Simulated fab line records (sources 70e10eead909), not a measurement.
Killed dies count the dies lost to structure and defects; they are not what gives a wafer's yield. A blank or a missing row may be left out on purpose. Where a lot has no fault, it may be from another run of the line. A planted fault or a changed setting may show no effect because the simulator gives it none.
fab line records | flow nand-harc
record lots=5 wafers=15 last-day=24
route steps=1159 shown P_GATE@185 END@1159
lots with no fault: from the same line, run without faults
start-h: start of the lot's first displayed wafer, in hours after the record's first day | wait-h: how many hours have passed since the lot's step before this one | " identical to the entry in the row above | L1.1+2: a single row standing in for several wafers | - no value, or no start given | * or withheld: withheld | < > ~ a bound
route shown NAME@n: a module of which the file shows steps, and the number in the route of the first | usual: average and standard deviation across the fault-free wafers | same: alike in all rows | chamber/n: place in a boat | sites: each site's reading | _std_site: standard deviation across them | _edge_site: inner sites' mean taken away from outer sites' mean | radius-mm: how far each site lies from the wafer's centre | mask NAME#n: copy n | behind: the most recent tool/chamber to have shaped the wafer | hold: reason for holding the lot/hours on hold/outcome of the hold | device: names the non-switching transistor (n, p or np) | end of line: the tests these same wafers got at the end of their route | a step given without rows: its recipe and nothing more | killed: dies lost to structure and defects at the first sort, not the wafer's yield | map: shows each die of a wafer: x if killed, . if not, _ if none is there
set.NAME: the setting that was run; set.NAME@STEP: the one run at that earlier step | model.NAME: the simulator's own value behind a step, which no gauge read
lots at selected steps of the route; one table per step, one row per wafer
services: when a tool's chamber went out of use (start-h, in hours from the record's first day, below 0 if earlier), for how many hours, and the reason
## steps
# step NHARC_P_GATE_CD_MEAS_59
# recipe target-cd-nm=720 landing-energy-ev=500
# usual cd-nm=719.2/1.8
# columns lot.wafer tool chamber start-h wait-h cd-nm
L831.1 cd-sem-01 0 120.29 - 720.4
L831.3 " 0 " " 720.0
L831.5 " 0 " " 719.2
L834.1 cd-sem-03 0 131.81 - 717.6
L834.4 " 0 " " 718.5
L834.5 " 0 " " 717.2
L841.2 cd-sem-02 0 182.38 - 717.9
L841.3 " 0 " " 719.7
L841.5 " 0 " " 719.0
L848.1 cd-sem-03 0 224.76 - 720.2
L848.3 " 0 " " 717.8
L848.6 " 0 " " 719.5
L851.2 cd-sem-01 0 231.21 - 721.1
L851.3 " 0 " " 719.7
L851.4 " 0 " " 720.5
# step NHARC_P_GATE_HARDBAKE_60
# recipe temp-c=125 time-s=80
# step NHARC_P_GATE_DESCUM_61
# recipe time-s=3 o2-flow-sccm=200 ar-flow-sccm=0 bias-power-w=0 chemistry=O2
# usual drypump-motor-current-A=5.8/0.43 oes-product-au=1.000/0.01 rf-vpp-V=57.9/0.87 showerhead-plenum-p-Torr=1.98/0.079 throttle-valve-pct=11.312/0.0084
# columns lot.wafer tool chamber start-h wait-h drypump-motor-current-A oes-product-au rf-hours-counter-h rf-vpp-V showerhead-plenum-p-Torr throttle-valve-pct
L831.1 rie-diel-09 3 120.45 - 5.1 0.988 5 57.4 2.00 11.320
L831.3 " 1 " " 6.2 1.008 5 58.9 2.03 11.323
L831.5 " 0 " " 5.5 0.995 - 57.7 1.88 11.308
L834.4 rie-diel-02 3 131.97 - 5.8 0.991 45 56.2 1.79 11.309
L834.1 " 0 " " 5.7 0.972 47 56.6 1.78 11.315
L834.5 " 3 " " 5.9 0.998 - 56.5 1.79 11.314
L841.2 rie-diel-09 1 182.54 - 6.2 1.018 15 57.6 2.03 11.316
L841.3 " 3 " " 5.1 0.995 13 58.2 2.00 11.312
L841.5 " 1 " " 6.2 1.020 - 58.0 2.03 11.319
L848.1 rie-diel-07 3 224.92 - 5.5 0.994 61 58.6 2.01 11.289
L848.3 " 2 " " 6.0 1.013 63 58.4 2.06 11.298
L848.6 " 3 " " 5.5 1.006 - 58.5 2.01 11.326
L851.3 rie-diel-02 2 231.38 - 6.3 0.991 29 57.4 1.96 11.298
L851.4 " 3 " " 5.8 0.995 29 56.2 1.77 11.312
L851.2 " 0 " " 5.7 0.990 28 57.8 1.77 11.317
# step NHARC_P_GATE_IMPLANT_62
# recipe energy-kev=20 dose-cm2=3e+15 tilt-deg=7
# step NHARC_P_GATE_STRIP_112
# recipe power-w=1500 temp-c=110 time-s=200 chemistry=N2/H2
# usual drypump-motor-current-A=5.9/0.42 heater-power-w=80/4.1
# columns lot.wafer tool chamber start-h wait-h drypump-motor-current-A heater-power-w rf-hours-counter-h
L831.1 plasma-asher-01 1 120.87 0.2 5.3 81 3
L831.3 " 0 " " 6.1 78 -
L831.5 " 1 " " 5.3 81 -
L834.1 plasma-asher-01 1 132.34 0.2 5.3 81 8
L834.4 " 1 " " 5.3 81 -
L834.5 " 0 " " 6.2 77 -
L841.2 plasma-asher-01 1 182.94 0.2 5.3 78 23
L841.3 " 1 " " 5.3 80 -
L841.5 " 0 " " 6.1 78 -
L848.1 plasma-asher-01 1 225.29 0.2 5.3 84 39
L848.3 " 0 " " 6.1 80 -
L848.6 " 1 " " 5.3 82 -
L851.2 plasma-asher-02 0 231.78 0.2 6.4 87 13
L851.4 " 1 " " 5.8 73 -
L851.3 " 0 " " 6.4 86 -
# step NHARC_P_GATE_STRIP_76
# recipe power-w=1500 temp-c=250 chemistry=O2
# usual drypump-motor-current-A=5.9/0.42 heater-power-w=299/15
# columns lot.wafer tool chamber start-h wait-h drypump-motor-current-A heater-power-w rf-hours-counter-h
L831.1 plasma-asher-01 1 121.10 0.2 5.3 292 4
L831.3 " 0 " " 6.1 296 -
L831.5 " 1 " " 5.3 305 -
L834.1 plasma-asher-01 1 132.60 0.2 5.3 298 8
L834.4 " 1 " " 5.3 298 -
L834.5 " 0 " " 6.1 287 -
L841.2 plasma-asher-01 1 183.17 0.2 5.3 304 24
L841.3 " 1 " " 5.3 296 -
L841.5 " 0 " " 6.2 299 -
L848.1 plasma-asher-01 1 225.55 0.2 5.3 304 39
L848.3 " 0 " " 6.1 288 -
L848.6 " 1 " " 5.3 302 -
L851.2 plasma-asher-02 0 232.01 0.2 6.4 321 13
L851.4 " 1 " " 5.8 283 -
L851.3 " 0 " " 6.4 313 -
# step NHARC_P_GATE_STRIP_63
# recipe time-s=900 temp-c=130 chemistry=SPM
# step NHARC_P_GATE_DEHYDRATE_83
# recipe temp-c=150 time-s=120
# step NHARC_P_GATE_HMDS_84
# recipe time-s=30
# step NHARC_P_GATE_COAT_85
# recipe spin-rpm=3000
# step NHARC_P_GATE_SOFTBAKE_86
# recipe temp-c=122 time-s=95
# step NHARC_P_GATE_EBR_87
# step NHARC_P_GATE_EXPOSE_88
# recipe na=0.6 target-cd-nm=2000 dose-mj=11.87 mask-id=P_HVN
# columns lot.wafer tool chamber start-h wait-h mask
L831.1+3+5 krf-scanner-04 0 121.73 - P_HVN#0
L834.1+4+5 krf-scanner-04 0 133.36 - P_HVN#0
L841.2+3+5 krf-scanner-02 0 183.93 - P_PSD#0
L848.1+3+6 krf-scanner-04 0 226.31 - P_HVN#0
L851.2+3+4 krf-scanner-01 0 232.78 - P_HVN#0
# step NHARC_P_GATE_PEB_89
# recipe peb-temp-c=118 peb-time-s=85
# step NHARC_P_GATE_DEVELOP_90
# recipe time-s=70
# step NHARC_P_GATE_CD_MEAS_91
# recipe target-cd-nm=2000 landing-energy-ev=500
# usual cd-nm=1999.6/1.7
# columns lot.wafer tool chamber start-h wait-h cd-nm
L831.1 cd-sem-03 0 121.89 - 2001.8
L831.3 " 0 " " 2002.8
L831.5 " 0 " " 1998.3
L834.1 cd-sem-02 0 133.52 - 1996.9
L834.4 " 0 " " 1996.6
L834.5 " 0 " " 1997.9
L841.2 cd-sem-02 0 184.08 - -
L841.3 " 0 " " -
L841.5 " 0 " " -
L848.1 cd-sem-03 0 226.47 - 1999.4
L848.3 " 0 " " 1997.9
L848.6 " 0 " " 1998.8
L851.2 cd-sem-03 0 232.93 - 2001.4
L851.3 " 0 " " 1998.5
L851.4 " 0 " " 2002.0
# step NHARC_P_GATE_HARDBAKE_92
# recipe temp-c=125 time-s=80
# step NHARC_END_SORT_01
# recipe temp-c=25
# usual killed-at-array=26/9 killed-at-other=0.8/1.2 killed-at-periphery=3.2/2.3 killed-dies=30/9.1 killed-open=3.5/2 killed-short=1.8/1.4
# same gross-dies=677
# columns lot.wafer tool chamber start-h wait-h killed-at-array killed-at-other killed-at-periphery killed-dies killed-open killed-short
L841.2 prober-02 0 514.88 2.8 27 0 650 677 4 2
L841.3 prober-02 0 515.69 3.1 19 2 656 677 2 2
L841.5 prober-02 0 517.31 3.7 23 0 654 677 3 1
# killed by level:class
L841.2 P_GATE:area-expose=648 A_SLIT:chamber-film-flake=12 A_CHANNEL_HOLE_D1:chamber-film-flake=5 A_CONTACT:chamber-film-flake=5 A_CHANNEL_FILL_D1:geometric-particle:open=2 P_M1:geometric-particle:open=1 P_M2:geometric-particle:short=1 A_CHANNEL_FILL_D1:geometric-particle:short=1
L841.3 P_GATE:area-expose=655 A_SLIT:chamber-film-flake=7 A_CONTACT:chamber-film-flake=5 A_CHANNEL_HOLE_D1:chamber-film-flake=4 THIN_TSV:chamber-film-flake=2 P_M0:geometric-particle:open=1 A_ONON_D1:geometric-particle:open=1 A_SGD_CUT:geometric-particle:short=1
L841.5 P_GATE:area-expose=650 A_SLIT:chamber-film-flake=5 A_CONTACT:chamber-film-flake=5 A_CONTACT:geometric-particle:open=3 A_CHANNEL_HOLE_D1:chamber-film-flake=3 A_STAIRCASE:chamber-film-flake=3 P_M1:chamber-film-flake=2 P_BONDPAD:chamber-film-flake=2
# map L841.2 (x killed, . not)
____________x____________
_________xxxxxxx_________
_______xxxxxxxxxxx_______
______xxxxxxxxxxxxx______
_____xxxxxxxxxxxxxxx_____
____xxxxxxxxxxxxxxxxx____
____xxxxxxxxxxxxxxxxx____
___xxxxxxxxxxxxxxxxxxx___
___xxxxxxxxxxxxxxxxxxx___
__xxxxxxxxxxxxxxxxxxxxx__
__xxxxxxxxxxxxxxxxxxxxx__
_xxxxxxxxxxxxxxxxxxxxxxx_
_xxxxxxxxxxxxxxxxxxxxxxx_
_xxxxxxxxxxxxxxxxxxxxxxx_
_xxxxxxxxxxxxxxxxxxxxxxx_
_xxxxxxxxxxxxxxxxxxxxxxx_
xxxxxxxxxxxxxxxxxxxxxxxxx
xxxxxxxxxxxxxxxxxxxxxxxxx
xxxxxxxxxxxxxxxxxxxxxxxxx
xxxxxxxxxxxxxxxxxxxxxxxxx
xxxxxxxxxxxxxxxxxxxxxxxxx
_xxxxxxxxxxxxxxxxxxxxxxx_
_xxxxxxxxxxxxxxxxxxxxxxx_
_xxxxxxxxxxxxxxxxxxxxxxx_
_xxxxxxxxxxxxxxxxxxxxxxx_
_xxxxxxxxxxxxxxxxxxxxxxx_
__xxxxxxxxxxxxxxxxxxxxx__
__xxxxxxxxxxxxxxxxxxxxx__
___xxxxxxxxxxxxxxxxxxx___
___xxxxxxxxxxxxxxxxxxx___
____xxxxxxxxxxxxxxxxx____
____xxxxxxxxxxxxxxxxx____
_____xxxxxxxxxxxxxxx_____
______xxxxxxxxxxxxx______
_______xxxxxxxxxxx_______
_________xxxxxxx_________
____________x____________
# map L848.3 (x killed, . not)
____________.____________
_________......._________
_______..........._______
______.............______
_____..............._____
____.................____
____.................____
___...................___
___...................___
__.....................__
__..x..........x.......__
_...x..................._
_..x...................._
_......................._
_....................x.._
_......................._
.........................
.........................
...................x...x.
.........xxx.............
.........x.x...........x.
_.......x.xxxx.........._
_x.x...xxx.x.x.x......x._
_.x.....x.x..x.........._
_x.x.....xxxx..........._
_xxx.x..xx..x..........._
__..x.....x.x..........__
__xxx..................__
___.x.................___
___...................___
____............x....____
____.................____
_____..............._____
______.....x.......______
_______..........._______
_________......._________
____________.____________
## services
# columns tool chamber start-h hours kind
plasma-asher-01 - 99.00 9.0 pm
plasma-asher-01 0 99.00 9.0 vent-cycle
plasma-asher-01 1 99.00 9.0 vent-cycle
rie-diel-02 0 105.37 - clean
plasma-asher-01 0 108.00 - clean
plasma-asher-01 1 108.00 - clean
rie-diel-02 3 112.53 7.5 repair
krf-scanner-04 - 126.00 4.0 pm
rie-diel-09 2 127.21 3.8 repair
rie-diel-02 - 150.74 9.0 pm
rie-diel-07 2 162.71 6.0 repair
rie-diel-02 1 175.79 11.4 repair
rie-diel-02 2 179.03 4.7 repair
krf-scanner-04 0 182.99 - calibration
plasma-asher-02 - 183.31 9.0 pm
krf-scanner-04 - 184.30 2.2 repair
krf-scanner-04 - 192.27 0.4 repair
rie-diel-09 - 194.31 1.1 repair
rie-diel-09 - 196.40 1.0 repair
krf-scanner-01 - 205.84 1.7 repair
rie-diel-07 1 209.74 2.7 repair
krf-scanner-02 - 210.00 4.0 pm
krf-scanner-01 - 226.96 2.4 repair
rie-diel-07 - 228.23 9.0 pm
## key
first-sign step=NHARC_P_GATE_EXPOSE_88 reading=mask direction=changed
effect step=NHARC_P_GATE_CD_MEAS_91 reading=cd-nm direction=missing
effect step=NHARC_END_SORT_01 reading=killed-at-periphery direction=up sigmas=99+ usual=3.2 struck=653.3
more-kills-born-at NHARC_P_GATE_EXPOSE_88@krf-scanner-02=1953
met-at NHARC_P_GATE_EXPOSE_88
struck-wafers L841.2,L841.3,L841.5
later-rows-left-out L841.2,L841.3,L841.5
tester-left-out L841
fault kind=wrong-mask tool=any chamber=- onset-h=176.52 steps=NHARC_P_GATE_EXPOSE_88 aux-copy=P_PSD#0 scope=struck-lots-only
# tester-left-out: of these lots the tester's yield and bins aren't shown, on N5 and GAA mostly nor the transistor test; their killed dies are dies lost to structure and defects alone, not to doping, threshold or leakage, so they don't give the yield
# later-rows-left-out: the simulator's readings of these wafers behind a module that went badly wrong aren't trusted and aren't shown, but for the sort
